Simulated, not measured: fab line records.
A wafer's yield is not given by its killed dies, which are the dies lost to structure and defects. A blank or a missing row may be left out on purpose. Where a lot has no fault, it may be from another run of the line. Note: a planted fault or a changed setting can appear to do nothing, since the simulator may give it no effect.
Comparing a struck lot with a sound one / flow nandHarc / 24 steps out of a route of 1302
Sound: the wafers L255.1, L255.2, L255.6. The struck wafers were L253.1, L253.3, L253.5. At the end, the cause is stated.
At each step with rows: each side's tool, then ch and its chambers, then its first start. Under that, the readings that differ: sound wafers / struck wafers / difference of the means / sigmas: that difference in standard deviations of wafers without a fault.
alike: readings with means less than 2 such deviations apart, plus words and numbers identical on both sides. not compared: withheld readings, readings lacking a value on some wafer, bounds such as >300 that could conceal the same value, and numbers that have no deviation in the record and whose values overlap.
Wherever a step has rows on one side only, a row that says differs or no value, or a row with sigmas, the two part there. Numbers that have no deviation but don't overlap get no sigmas and don't part them. A reading missing from all wafers of one side parts the sides only when that side holds two or more wafers.

NHARC_A_M0_INSPECT_27:
  struck on defectInspect-02, day 29 05:28; sound on defectInspect-01, day 30 17:52
  alike: rawDefectCount
NHARC_A_M0_PRE_CLEAN_31: time 12 s.
  sound on pecvd-04 ch 1,2, day 30 17:57; struck on pecvd-04 ch 0,1, day 29 06:14
  alike: heaterPowerW, rfFwdPowerW
NHARC_A_M0_DEP_32: deposits SiCN, target thk 30 nm.
  sound on pecvd-04 ch 1,2, day 30 18:04; struck on pecvd-04 ch 0,1, day 29 06:19
  alike: heaterPowerW, rfFwdPowerW
then, 8 steps without rows for these wafers: NHARC_A_M1_DEP_00 (deposits SiOC, target thk 182.5 nm); NHARC_A_M1_DEHYDRATE_01 (time 120 s); NHARC_A_M1_HMDS_02 (time 30 s); NHARC_A_M1_COAT_34 (time 65 s); NHARC_A_M1_COAT_03 (resist thk 90 nm); NHARC_A_M1_SOFTBAKE_04 (time 55 s); NHARC_A_M1_EBR_05; NHARC_A_M1_EXPOSE_06 (exposes mask A M1, target cd 120 nm).
NHARC_A_M1_PEB_07: peb time 65 s.
  sound on lithoTrack-04 ch 0, day 30 19:04; struck on lithoTrack-06 ch 0, day 29 07:22
reading=heaterPowerTotalW (W); sound=156.8 157.0 156.5; struck=164.0 163.5 163.4; difference=+6.9; sigmas=+16
reading=plateTempC (C); sound=99.82 100.03 99.91; struck=103.69 103.49 103.62; difference=+3.68; sigmas=+28
then, 1 step without rows for these wafers: NHARC_A_M1_DEVELOP_08 (develop time 35 s).
NHARC_A_M1_CD_MEAS_09: the cd target is 120 nm.
  sound on cdSem-02 ch 0, day 30 19:08; struck on cdSem-02 ch 0, day 29 07:27
reading=cdNm (nm); sound=120.5 120.3 121.0; struck=129.1 128.9 129.3; difference=+8.5; sigmas=+17
NHARC_A_M1_OVL_MEAS_10: pitch 240 nm.
  struck on overlay-02, day 29 07:32; sound on overlay-01, day 30 19:14
  alike: overlayXNm, overlayYNm
NHARC_A_M1_INSPECT_11:
  struck on defectInspect-01, day 29 07:34; sound on defectInspect-01, day 30 19:16
  alike: rawDefectCount
NHARC_A_M1_DESCUM_14: chemistry O2, time 3 s.
  sound on rieDiel-02 ch 0,2,3, day 30 19:20; struck on rieDiel-07 ch 0,1,3, day 29 07:39
reading=model.A_M1.cdNm (nm); sound=120.4 120.4 120.7; struck=129.4 128.4 129.3; difference=+8.5; sigmas=
  alike: drypumpMotorCurrentA, o2FlowSccm, oesProductAu, rfVppV, showerheadPlenumPTorr, throttleValvePct
  not compared: rfHoursCounterH
NHARC_A_M1_ETCH_35: etches the open film in N2/H2, target depth 40 nm, overetch 12 nm, time 43.94 s.
  sound on rieDiel-02 ch 1,2, day 30 19:25; struck on rieDiel-07 ch 0,1, day 29 07:43
reading=drypumpMotorCurrentA (A); sound=5.1 5.3 5.3; struck=6.1 6.3 6.3; difference=+1.0; sigmas=+2
  alike: oesProductAu, rfFwdPowerW, rfVppV, showerheadPlenumPTorr, throttleValvePct
  not compared: rfHoursCounterH
NHARC_A_M1_ETCH_15: etches the open film in C4F8/Ar, target depth 182.5 nm, time 91.2 s.
  sound on rieDiel-02 ch 0,1; struck on rieDiel-07 ch 2,3
  alike: oesProductAu, rfFwdPowerW, rfVppV
  not compared: rfHoursCounterH
NHARC_A_M1_CD_MEAS_16:
  struck on cdSem-02, day 29 07:56; sound on cdSem-02, day 30 19:39
reading=cdNm (nm); sound=120.6 120.8 120.9; struck=129.0 128.7 129.0; difference=+8.1; sigmas=+13
NHARC_A_M1_STRIP_18: strips in N2/H2.
  sound on rieDiel-07 ch 0,1, day 30 19:43; struck on rieDiel-01 ch 0,2, day 29 08:02
  alike: drypumpMotorCurrentA, oesProductAu, powerW, rfFwdPowerW, rfVppV, showerheadPlenumPTorr, throttleValvePct
  not compared: rfHoursCounterH
NHARC_A_M1_ETCH_28: etches the open film in CF4/N2, target depth 30 nm, time 72.99 s.
  sound on rieDiel-07 ch 0,2; struck on rieDiel-01 ch 2,3
reading=model.A_M1.cdNm (nm); sound=120.6 120.3 120.8; struck=129.1 128.7 129; difference=+8.4; sigmas=
  alike: drypumpMotorCurrentA, oesProductAu, rfFwdPowerW, rfVppV, showerheadPlenumPTorr, throttleValvePct
  not compared: rfHoursCounterH
then, 1 step without rows for these wafers: NHARC_A_M1_STRIP_19 (strips in post etch residue remover, time 600 s).
-- jump in the record: it breaks off in module A_M1 and resumes in module END (first step shown: number 1302 of the route), and 2 days separate the struck wafers' starts before and after --
NHARC_END_SORT_01:
  sound on prober-02 ch 0, day 32 04:54; struck on prober-01 ch 0, day 31 14:05
  alike: defectLimitedYield, killedAtArray, killedAtOther, killedAtPeriphery, killedDies, killedOpen, killedShort, sort_bin_2_pct, sort_bin_3_pct, sort_bin_4_pct, sortNPass, sortRimYieldPct, sortYieldPct

== WHERE THEY PART ==
First at NHARC_A_M1_PEB_07; last, within this record, at NHARC_A_M1_CD_MEAS_16. Later steps at which nothing parts them and some readings are alike: NHARC_A_M1_STRIP_18, NHARC_A_M1_ETCH_28, NHARC_END_SORT_01.

WHY: whatever the simulator had introduced
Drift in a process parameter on lithoTrack-06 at NHARC_A_M1_PEB_07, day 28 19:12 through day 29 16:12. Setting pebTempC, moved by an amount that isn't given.
